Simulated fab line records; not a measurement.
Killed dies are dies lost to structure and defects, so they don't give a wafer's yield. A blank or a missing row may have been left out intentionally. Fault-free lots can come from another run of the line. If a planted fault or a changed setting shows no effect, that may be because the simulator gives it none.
fab line records -- flow nand_harc
[record] lots = 13, wafers = 39, last_day = 24
route steps=1159 shown P_M1@315 P_M2@342 P_BONDPAD@351 END@1159
lots untouched by any fault: they come from a run of this same line in which no faults occurred
start_h: hours from the record's opening day to when the first of the lot's shown wafers began -- wait_h: time in hours since the lot's previous step -- " unchanged from the row above -- L1.1+2: a single row standing in for several wafers -- - no value present, or no start provided -- * or withheld: withheld -- < > ~ a bound
route shown NAME@n: a module of which the file shows steps, and the number in the route of the first -- usual: the fault-free wafers' mean and standard deviation -- same: alike in all rows -- chamber/n: place in a boat -- sites: the reading at each site -- _std_site: how widely they spread, as a standard deviation -- _edge_site: mean of outer sites minus mean of inner sites -- radius_mm: how far each site lies from the wafer's centre -- mask NAME#n: copy n -- behind: the tool/chamber that last shaped the wafer -- hold: reason for holding the lot/hours on hold/outcome of the hold -- device: the n, p or np transistor that did not switch -- end of line: tests of these same wafers at the route's end -- for a step that has no rows: nothing shown but its recipe -- killed: not the wafer's yield, but the dies lost to structure and defects at the first sort -- map: dies across one wafer; x = killed, . = not, _ = none there
set.NAME: the run value of the setting; set.NAME@STEP: its run value at that earlier step -- model.NAME: the simulator's own value behind a step, which no gauge read
steps of the route over a sample of lots; a table a step, a row a wafer
services: the hour from which a tool's chamber was out of use, counted from the record's first day as start_h (under 0 if before that day), plus the number of hours and why
[[steps]]
[step NHARC_P_M1_INSPECT_27]
[usual] raw_defect_count = 304/120
lot.wafer,tool,chamber,start_h,wait_h,raw_defect_count
L512.1,defect_inspect-01,-,117.40,0.0,290
L512.4,defect_inspect-01,-,117.40,0.0,164
L512.5,defect_inspect-01,-,117.40,0.0,204
L516.1,defect_inspect-01,-,145.38,0.0,536
L516.2,defect_inspect-01,-,145.38,0.0,341
L516.6,defect_inspect-01,-,145.38,0.0,377
L513.2,defect_inspect-01,-,145.49,0.0,312
L513.4,defect_inspect-01,-,145.49,0.0,654
L513.6,defect_inspect-01,-,145.49,0.0,406
L519.2,defect_inspect-02,-,164.20,0.0,244
L519.3,defect_inspect-02,-,164.20,0.0,378
L519.5,defect_inspect-02,-,164.20,0.0,365
L520.1,defect_inspect-01,-,168.84,0.0,182
L520.3,defect_inspect-01,-,168.84,0.0,229
L520.6,defect_inspect-01,-,168.84,0.0,280
L521.1,defect_inspect-02,-,181.89,0.0,391
L521.3,defect_inspect-02,-,181.89,0.0,208
L521.5,defect_inspect-02,-,181.89,0.0,373
L526.3,defect_inspect-02,-,214.54,0.0,631
L526.4,defect_inspect-02,-,214.54,0.0,657
L526.6,defect_inspect-02,-,214.54,0.0,570
L527.1,defect_inspect-02,-,215.18,0.0,251
L527.5,defect_inspect-02,-,215.18,0.0,256
L527.6,defect_inspect-02,-,215.18,0.0,214
L528.1,defect_inspect-02,-,218.43,0.0,297
L528.2,defect_inspect-02,-,218.43,0.0,314
L528.3,defect_inspect-02,-,218.43,0.0,252
L529.3,defect_inspect-01,-,222.27,0.0,223
L529.5,defect_inspect-01,-,222.27,0.0,338
L529.6,defect_inspect-01,-,222.27,0.0,208
L532.1,defect_inspect-02,-,237.70,0.0,202
L532.2,defect_inspect-02,-,237.70,0.0,353
L532.5,defect_inspect-02,-,237.70,0.0,169
L534.1,defect_inspect-01,-,248.98,0.0,185
L534.3,defect_inspect-01,-,248.98,0.0,305
L534.5,defect_inspect-01,-,248.98,0.0,159
L535.1,defect_inspect-02,-,272.60,0.0,298
L535.2,defect_inspect-02,-,272.60,0.0,364
L535.3,defect_inspect-02,-,272.60,0.0,272
[step NHARC_P_M2_ECD_22]
[recipe] target_thk_a = 4000, bath_temp_c = 25, material = Cu
[usual] bath_heat_duty_pct = 6.2/0.54, bath_temp_c = 24.99/0.1
lot.wafer,tool,chamber,start_h,wait_h,bath_heat_duty_pct,bath_temp_c
L512.1,ecd_cu-01,0,120.37,-,5.7,24.90
L512.4,ecd_cu-01,1,120.37,-,6.4,25.13
L512.5,ecd_cu-01,1,120.37,-,6.8,25.06
L516.2,ecd_cu-02,1,148.40,-,5.7,24.90
L516.1,ecd_cu-02,0,148.40,-,6.9,25.06
L516.6,ecd_cu-02,1,148.40,-,6.5,24.93
L513.2,ecd_cu-02,0,148.81,-,6.9,24.89
L513.4,ecd_cu-02,0,148.81,-,6.6,24.91
L513.6,ecd_cu-02,1,148.81,-,6.5,25.03
L519.2,ecd_cu-02,0,167.30,-,-,-
L519.3,ecd_cu-02,0,167.30,-,-,-
L519.5,ecd_cu-02,1,167.30,-,-,-
L520.1,ecd_cu-02,1,171.80,-,-,-
L520.3,ecd_cu-02,1,171.80,-,-,-
L520.6,ecd_cu-02,0,171.80,-,-,-
L521.1,ecd_cu-01,1,184.88,-,-,-
L521.3,ecd_cu-01,0,184.88,-,-,-
L521.5,ecd_cu-01,0,184.88,-,-,-
L526.3,ecd_cu-01,0,217.90,-,5.7,25.10
L526.4,ecd_cu-01,1,217.90,-,6.9,24.86
L526.6,ecd_cu-01,0,217.90,-,5.4,25.09
L527.1,ecd_cu-02,1,218.40,-,6.7,24.76
L527.5,ecd_cu-02,0,218.40,-,6.8,24.92
L527.6,ecd_cu-02,1,218.40,-,6.1,24.86
L528.1,ecd_cu-01,1,221.29,-,5.7,24.94
L528.2,ecd_cu-01,0,221.29,-,6.1,25.01
L528.3,ecd_cu-01,1,221.29,-,6.0,25.13
L529.3,ecd_cu-02,0,225.42,-,5.8,24.90
L529.5,ecd_cu-02,0,225.42,-,6.7,24.93
L529.6,ecd_cu-02,1,225.42,-,6.8,24.81
L532.1,ecd_cu-02,0,240.68,-,6.1,24.91
L532.2,ecd_cu-02,1,240.68,-,5.6,25.08
L532.5,ecd_cu-02,0,240.68,-,6.1,24.92
L534.1,ecd_cu-02,0,252.13,-,7.5,24.96
L534.3,ecd_cu-02,1,252.13,-,5.4,25.02
L534.5,ecd_cu-02,0,252.13,-,6.1,24.92
L535.1,ecd_cu-02,1,278.26,-,6.4,25.13
L535.2,ecd_cu-02,0,278.26,-,6.0,24.93
L535.3,ecd_cu-02,1,278.26,-,6.4,25.17
[step NHARC_P_M2_CMP_23]
[recipe] t_overpolish_s = 20, target_thk_nm = 144.3
[usual] motor_current_A = 12.1/1.1, time_to_endpoint_s = 29.0/2.5
lot.wafer,tool,chamber,start_h,wait_h,motor_current_A,time_to_endpoint_s
L512.1,cmp-03,3,121.09,-,11.6,29.3
L512.4,cmp-03,1,121.09,-,11.3,32.2
L512.5,cmp-03,0,121.09,-,10.5,27.2
L516.1,cmp-01,3,149.16,-,11.4,30.8
L516.2,cmp-01,0,149.16,-,12.4,31.7
L516.6,cmp-01,3,149.16,-,12.0,26.8
L513.2,cmp-01,2,149.56,-,12.4,26.6
L513.4,cmp-01,3,149.56,-,12.1,25.2
L513.6,cmp-01,1,149.56,-,13.3,26.1
L519.2,cmp-02,0,167.97,-,13.6,2.0
L519.3,cmp-02,1,167.97,-,12.0,5.5
L519.5,cmp-02,0,167.97,-,13.3,1.2
L520.1,cmp-01,2,172.52,-,12.7,3.5
L520.3,cmp-01,3,172.52,-,11.9,1.3
L520.6,cmp-01,2,172.52,-,13.1,3.1
L521.1,cmp-02,0,185.55,-,12.9,0.9
L521.3,cmp-02,2,185.55,-,10.7,4.0
L521.5,cmp-02,1,185.55,-,11.5,3.7
L526.3,cmp-03,0,218.57,-,10.3,27.0
L526.4,cmp-03,1,218.57,-,10.4,33.8
L526.6,cmp-03,3,218.57,-,11.7,26.3
L527.1,cmp-02,3,219.16,-,11.6,29.1
L527.6,cmp-02,0,219.16,-,13.2,30.5
L527.5,cmp-02,1,219.16,-,12.2,30.7
L528.1,cmp-01,2,222.02,-,12.9,27.8
L528.3,cmp-01,0,222.02,-,12.1,31.7
L528.2,cmp-01,1,222.02,-,14.2,31.5
L529.3,cmp-03,2,226.13,-,13.2,24.3
L529.5,cmp-03,3,226.13,-,11.6,26.7
L529.6,cmp-03,0,226.13,-,10.2,27.9
L532.1,cmp-01,3,241.48,-,11.9,25.9
L532.2,cmp-01,1,241.48,-,14.1,25.5
L532.5,cmp-01,3,241.48,-,10.9,27.1
L534.3,cmp-02,0,252.81,-,14.0,29.8
L534.1,cmp-02,1,252.81,-,12.3,31.4
L534.5,cmp-02,0,252.81,-,13.9,30.7
L535.3,cmp-01,1,278.99,-,13.9,22.9
L535.1,cmp-01,3,278.99,-,11.5,25.2
L535.2,cmp-01,0,278.99,-,12.4,30.2
[step NHARC_P_M2_THK_MEAS_24]
[recipe] thk_meas_gauge = xrf
[usual] thk_nm = 144.0/1.4
lot.wafer,tool,chamber,start_h,wait_h,hold,thk_nm
L512.1,film_metro-02,-,121.41,-,-,141.6
L512.4,film_metro-02,-,121.41,-,-,144.1
L512.5,film_metro-02,-,121.41,-,-,146.1
L516.1,film_metro-02,-,149.44,-,-,143.8
L516.2,film_metro-02,-,149.44,-,-,144.9
L516.6,film_metro-02,-,149.44,-,-,143.3
L513.2,film_metro-01,-,149.85,-,-,143.4
L513.4,film_metro-01,-,149.85,-,-,144.6
L513.6,film_metro-01,-,149.85,-,-,143.7
L519.2,film_metro-01,-,168.29,-,await_dispo/0.2h/release,29.2
L519.3,film_metro-01,-,168.29,-,await_dispo/0.2h/release,31.6
L519.5,film_metro-01,-,168.29,-,await_dispo/0.2h/release,30.6
L519.2,film_metro-01,-,168.46,0.2,-,28.7
L519.3,film_metro-01,-,168.46,0.2,-,30.7
L519.5,film_metro-01,-,168.46,0.2,-,28.4
L520.1,film_metro-01,-,172.83,-,await_dispo/0.2h/release,30.2
L520.3,film_metro-01,-,172.83,-,await_dispo/0.2h/release,28.3
L520.6,film_metro-01,-,172.83,-,await_dispo/0.2h/release,30.3
L520.1,film_metro-01,-,173.00,0.2,-,29.5
L520.3,film_metro-01,-,173.00,0.2,-,30.0
L520.6,film_metro-01,-,173.00,0.2,-,29.1
L521.1,film_metro-01,-,185.87,-,await_dispo/0.2h/release,30.7
L521.3,film_metro-01,-,185.87,-,await_dispo/0.2h/release,30.4
L521.5,film_metro-01,-,185.87,-,await_dispo/0.2h/release,28.9
L521.1,film_metro-01,-,186.04,0.2,-,30.0
L521.3,film_metro-01,-,186.04,0.2,-,28.4
L521.5,film_metro-01,-,186.04,0.2,-,30.3
L526.3,film_metro-01,-,218.83,-,-,145.2
L526.4,film_metro-01,-,218.83,-,-,143.5
L526.6,film_metro-01,-,218.83,-,-,145.5
L527.1,film_metro-01,-,219.39,-,-,142.8
L527.5,film_metro-01,-,219.39,-,-,144.7
L527.6,film_metro-01,-,219.39,-,-,144.0
L528.1,film_metro-01,-,222.34,-,-,142.8
L528.2,film_metro-01,-,222.34,-,-,143.4
L528.3,film_metro-01,-,222.34,-,-,143.3
L529.3,film_metro-01,-,226.36,-,-,143.6
L529.5,film_metro-01,-,226.36,-,-,145.7
L529.6,film_metro-01,-,226.36,-,-,145.8
L532.1,film_metro-02,-,241.77,-,-,143.4
L532.2,film_metro-02,-,241.77,-,-,143.1
L532.5,film_metro-02,-,241.77,-,-,142.7
L534.1,film_metro-01,-,253.12,-,-,145.8
L534.3,film_metro-01,-,253.12,-,-,143.4
L534.5,film_metro-01,-,253.12,-,-,143.4
L535.1,film_metro-02,-,279.31,-,-,140.8
L535.2,film_metro-02,-,279.31,-,-,143.4
L535.3,film_metro-02,-,279.31,-,-,142.5
[step NHARC_P_M2_INSPECT_27]
[usual] raw_defect_count = 323/130
lot.wafer,tool,chamber,start_h,wait_h,raw_defect_count
L512.1,defect_inspect-01,-,121.57,0.0,313
L512.4,defect_inspect-01,-,121.57,0.0,421
L512.5,defect_inspect-01,-,121.57,0.0,1017
L516.1,defect_inspect-02,-,149.60,0.0,243
L516.2,defect_inspect-02,-,149.60,0.0,190
L516.6,defect_inspect-02,-,149.60,0.0,284
L513.2,defect_inspect-02,-,150.01,0.0,202
L513.4,defect_inspect-02,-,150.01,0.0,210
L513.6,defect_inspect-02,-,150.01,0.0,262
L526.3,defect_inspect-02,-,218.99,0.0,223
L526.4,defect_inspect-02,-,218.99,0.0,254
L526.6,defect_inspect-02,-,218.99,0.0,281
L527.1,defect_inspect-02,-,219.55,0.0,296
L527.5,defect_inspect-02,-,219.55,0.0,237
L527.6,defect_inspect-02,-,219.55,0.0,241
L528.1,defect_inspect-02,-,222.50,0.0,228
L528.2,defect_inspect-02,-,222.50,0.0,364
L528.3,defect_inspect-02,-,222.50,0.0,626
L529.3,defect_inspect-01,-,226.52,0.0,324
L529.5,defect_inspect-01,-,226.52,0.0,232
L529.6,defect_inspect-01,-,226.52,0.0,291
L532.1,defect_inspect-01,-,241.93,0.0,270
L532.2,defect_inspect-01,-,241.93,0.0,407
L532.5,defect_inspect-01,-,241.93,0.0,283
L534.1,defect_inspect-02,-,253.28,0.0,261
L534.3,defect_inspect-02,-,253.28,0.0,165
L534.5,defect_inspect-02,-,253.28,0.0,216
L535.1,defect_inspect-02,-,279.46,0.0,256
L535.2,defect_inspect-02,-,279.46,0.0,365
L535.3,defect_inspect-02,-,279.46,0.0,465
[step NHARC_P_BONDPAD_DEP_00]
[recipe] target_thk_a = 2500, temp_c = 370, target_thk_nm = 250, pressure_torr = 3, flow_sccm = 200, rf_w = 450, material = SiCN
[usual] heater_power_w = 583/71
lot.wafer,tool,chamber,start_h,wait_h,heater_power_w
L512.1,pecvd-02,0,122.19,-,576
L512.4,pecvd-02,2,122.19,-,691
L512.5,pecvd-02,1,122.19,-,618
L516.1,pecvd-01,1,150.33,0.5,608
L516.2,pecvd-01,0,150.33,0.5,608
L516.6,pecvd-01,1,150.33,0.5,626
L513.2,pecvd-04,0,-,-,516
L513.6,pecvd-04,0,-,-,540
L513.4,pecvd-04,1,-,-,501
L526.3,pecvd-04,1,219.64,-,513
L526.4,pecvd-04,2,219.64,-,616
L526.6,pecvd-04,1,219.64,-,525
L527.1,pecvd-01,1,-,-,571
L527.6,pecvd-01,0,-,-,572
L527.5,pecvd-01,1,-,-,602
L528.1,pecvd-02,1,223.09,-,634
L528.2,pecvd-02,2,223.09,-,606
L528.3,pecvd-02,0,223.09,-,562
L529.3,pecvd-02,1,-,-,590
L529.5,pecvd-02,1,-,-,602
L529.6,pecvd-02,2,-,-,712
L532.2,pecvd-02,1,-,-,629
L532.1,pecvd-02,2,-,-,748
L532.5,pecvd-02,0,-,-,569
L534.1,pecvd-02,2,-,-,723
L534.3,pecvd-02,0,-,-,552
L534.5,pecvd-02,1,-,-,623
L535.1,pecvd-01,1,280.20,-,621
L535.2,pecvd-01,2,280.20,-,463
L535.3,pecvd-01,0,280.20,-,591
[step NHARC_END_SORT_01]
[recipe] temp_c = 25
[usual] defect_limited_yield = 95.2/1.3, killed_at_array = 29/9.4, killed_at_other = 0.7/1.3, killed_at_periphery = 2.9/2.1, killed_dies = 32/9, killed_open = 3.3/1.8, killed_short = 1.9/1.4, sort_bin_2_pct = 1.4/0.53, sort_bin_3_pct = 0.28/0.21, sort_bin_4_pct = 3.1/0.91, sort_n_pass = 645/9, sort_rim_yield_pct = 97.4/1.7, sort_yield_pct = 95.2/1.3
[same] gross_dies = 677, sort_bin_5_pct[%] = 0, sort_bin_6_pct[%] = 0, sort_bin_7_pct[%] = 0, sort_bin_8_pct[%] = 0, sort_rim_n_gross = 106.00
lot.wafer,tool,chamber,start_h,wait_h,defect_limited_yield[%],killed_at_array,killed_at_other,killed_at_periphery,killed_dies,killed_open,killed_short,sort_bin_2_pct[%],sort_bin_3_pct[%],sort_bin_4_pct[%],sort_n_pass,sort_rim_yield_pct[%],sort_yield_pct[%]
L526.3,prober-02,0,557.34,3.1,94.1,37,0,3,40,2,3,1.6,0.74,3.5,637,99.1,94.1
L526.6,prober-02,0,559.73,4.0,92.5,48,2,1,51,4,1,2.5,0.30,4.7,626,98.1,92.5
// killed by level:class
L526.3 A_CHANNEL_HOLE_D1:chamber_film_flake=16 A_SLIT:chamber_film_flake=13 A_CONTACT:chamber_film_flake=5 P_CONTACT:geometric_particle:open=1 P_M0:geometric_particle:open=1 P_M2:geometric_particle:short=1 A_CHANNEL_FILL_D1:geometric_particle:short=1 A_WL_FILL:geometric_particle:short=1
L526.6 A_SLIT:chamber_film_flake=20 A_CHANNEL_HOLE_D1:chamber_film_flake=17 A_CONTACT:chamber_film_flake=4 A_CONTACT:geometric_particle:open=2 THIN_TSV:chamber_film_flake=2 A_CHANNEL_FILL_D1:geometric_particle:open=1 A_CONTACT:geometric_particle:short=1 A_M0:geometric_particle:open=1
[[services]]
tool,chamber,start_h,hours,kind
ecd_cu-01,-,96.50,8.0,pm
cmp-02,-,106.90,1.7,repair
pecvd-01,-,107.77,2.6,repair
cmp-01,-,120.74,1.0,repair
cmp-02,-,128.54,4.0,pm
cmp-01,-,132.79,0.9,repair
pecvd-02,2,145.66,14.2,repair
ecd_cu-02,-,149.94,1.2,repair
cmp-02,-,150.04,0.4,repair
pecvd-02,-,153.32,13.0,pm
cmp-03,-,156.00,4.0,pm
cmp-03,-,179.84,1.4,repair
cmp-01,-,180.90,3.3,repair
cmp-03,-,185.86,1.9,repair
ecd_cu-02,-,201.71,1.0,repair
cmp-01,-,209.07,0.9,repair
cmp-01,-,216.95,4.1,repair
cmp-02,-,226.54,4.0,pm
pecvd-02,-,231.10,0.5,repair
cmp-02,-,251.10,0.6,repair
ecd_cu-02,-,261.42,1.7,repair
ecd_cu-01,-,272.50,8.0,pm
ecd_cu-02,-,272.96,3.1,repair
cmp-02,-,274.59,0.7,repair
[[key]]
[first_sign] step = NHARC_P_M2_ECD_22, reading = tool_record, direction = missing
[effect] step = NHARC_P_M2_CMP_23, reading = time_to_endpoint_s, direction = down, sigmas = 11, usual = *, struck = *
[effect] step = NHARC_P_M2_THK_MEAS_24, reading = visit, direction = added
[effect] step = NHARC_P_M2_THK_MEAS_24, reading = thk_nm, direction = down, sigmas = 80, usual = 144.0, struck = 30.0
met_at NHARC_P_M2_ECD_22
struck_lots L519,L520,L521
scrapped_behind NHARC_P_M2_THK_MEAS_24 L519.2,L519.3,L519.5,L520.1,L520.3,L520.6,L521.1,L521.3,L521.5
not_acting_at NHARC_P_M1_INSPECT_27,NHARC_P_M2_INSPECT_27,NHARC_P_BONDPAD_DEP_00
onset_between 148.81 167.30
[fault] kind = skipped_step_whole, tool = ecd_cu-01,ecd_cu-02, chamber = -, onset_h = 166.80, steps = NHARC_P_M2_ECD_22, scope = struck_lots_only
